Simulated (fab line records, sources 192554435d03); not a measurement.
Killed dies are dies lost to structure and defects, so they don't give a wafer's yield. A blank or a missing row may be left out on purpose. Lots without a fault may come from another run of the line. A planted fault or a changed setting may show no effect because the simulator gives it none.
Chamber matching | flow n5_finfet | N5_BEOL_M13_ETCH_38 on rie_diel-02: 3 sister chambers
The step etches SiCN in CF4/N2, target depth 67.5 nm, time 71.9 s. 14 wafers are shown with their chamber, then 4 later ones without.

WAFERS WITH THEIR CHAMBER
wafer  | chamber | drypump_motor_current_A (A) | showerhead_plenum_p_Torr (Torr) | oes_product_au (a.u.)
L079.2 | 3       | 6.2                         | 2.14                            | 0.82
L079.4 | 0       | 5.2                         | 2.19                            | 0.74
L079.6 | 3       | 6.2                         | 2.14                            | 0.82
L083.1 | 0       | 5.3                         | 2.19                            | 0.73
L083.4 | 1       | 6.0                         | 2.07                            | 0.70
L083.5 | 3       | 6.2                         | 2.14                            | 0.81
L081.1 | 3       | 6.2                         | 2.14                            | 0.81
L081.4 | 3       | 6.2                         | 2.14                            | 0.82
L081.5 | 0       | 5.2                         | 2.18                            | 0.74
L085.3 | 3       | 6.2                         | 2.13                            | 0.81
L085.4 | 0       | 5.2                         | 2.18                            | 0.73
L085.5 | 0       | 5.2                         | 2.18                            | 0.73
L086.3 | 3       | 6.2                         | 2.13                            | 0.80
L086.4 | 0       | 5.2                         | 2.18                            | 0.73

SIGNATURES (means of the wafers above)
reading                  | chamber 0 | chamber 1 | chamber 3 | scatter within a chamber
drypump_motor_current_A  | 5.217     | 6.000     | 6.200     | 0.0275
showerhead_plenum_p_Torr | 2.1833    | 2.0700    | 2.1371    | 0.00501
oes_product_au           | 0.7333    | 0.7000    | 0.8129    | 0.00658
Rule: a wafer's distance from a chamber is the root of the sum, over the readings, of the square of ((its reading less the chamber's mean) divided by the reading's scatter). The wafer belongs to the nearest chamber; if the next one is less than 2 further off, it can't be placed. The scatter: the root of (the sum of the squares of (reading less its chamber's mean) over the shown wafers, divided by (wafers less chambers)).

WAFERS WITHOUT THEIR CHAMBER
wafer  | drypump_motor_current_A (A) | showerhead_plenum_p_Torr (Torr) | oes_product_au (a.u.)
L089.2 | 6.0                         | 2.07                            | 0.69
L089.6 | 5.2                         | 2.18                            | 0.72
L097.2 | 6.0                         | 2.33                            | 1.00
L097.3 | 5.2                         | 2.18                            | 0.71

WHICH CHAMBER EACH WENT THROUGH
wafer  | from the rows above | in truth
L089.2 | 1                   | 1
L089.6 | 0                   | 0
L097.2 | 3                   | 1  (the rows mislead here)
L097.3 | 0                   | 0
Placed correctly: 3 of 4. Can't be placed from these rows: 0. Placed wrongly: 1.
